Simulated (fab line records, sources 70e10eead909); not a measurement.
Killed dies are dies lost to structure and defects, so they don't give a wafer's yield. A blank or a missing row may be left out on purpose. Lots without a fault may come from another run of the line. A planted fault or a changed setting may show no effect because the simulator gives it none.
Chamber matching | flow nand_harc | NHARC_P_GATE_DEP_103 on pecvd-01: 3 sister chambers
The step deposits SiON, target thk 30 nm. 18 wafers are shown with their chamber, then 9 later ones without.

WAFERS WITH THEIR CHAMBER
wafer  | chamber | heater_power_w (W)
L074.2 | 1       | 777
L074.4 | 2       | 499
L074.6 | 0       | 701
L076.1 | 2       | 518
L076.2 | 1       | 675
L076.6 | 2       | 532
L078.1 | 1       | 820
L078.5 | 0       | 776
L078.6 | 2       | 495
L081.2 | 0       | 715
L081.4 | 2       | 533
L081.6 | 1       | 690
L086.1 | 2       | 514
L086.2 | 0       | 776
L086.5 | 0       | 810
L091.2 | 0       | 744
L091.4 | 0       | 725
L091.6 | 1       | 798

SIGNATURES (means of the wafers above)
reading        | chamber 0 | chamber 1 | chamber 2 | scatter within a chamber
heater_power_w | 749.57    | 752.00    | 515.17    | 42.9
Rule: a wafer's distance from a chamber is the root of the sum, over the readings, of the square of ((its reading less the chamber's mean) divided by the reading's scatter). The wafer belongs to the nearest chamber; if the next one is less than 2 further off, it can't be placed. The scatter: the root of (the sum of the squares of (reading less its chamber's mean) over the shown wafers, divided by (wafers less chambers)).

WAFERS WITHOUT THEIR CHAMBER
wafer  | heater_power_w (W)
L090.2 | 809
L090.4 | 811
L090.5 | 579
L092.2 | 727
L092.4 | 597
L092.6 | 793
L094.2 | 782
L094.5 | 749
L094.6 | 715

WHICH CHAMBER EACH WENT THROUGH
wafer  | from the rows above          | in truth
L090.2 | can't be placed: 1 or 0      | 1
L090.4 | can't be placed: 1 or 0      | 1
L090.5 | 2                            | 2
L092.2 | can't be placed: 0 or 1      | 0
L092.4 | can't be placed: 2 or 0 or 1 | 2
L092.6 | can't be placed: 1 or 0      | 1
L094.2 | can't be placed: 1 or 0      | 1
L094.5 | can't be placed: 0 or 1      | 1
L094.6 | can't be placed: 0 or 1      | 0
Placed correctly: 1 of 9. Can't be placed from these rows: 8 (the true chamber is among the candidates in 8). Placed wrongly: 0.
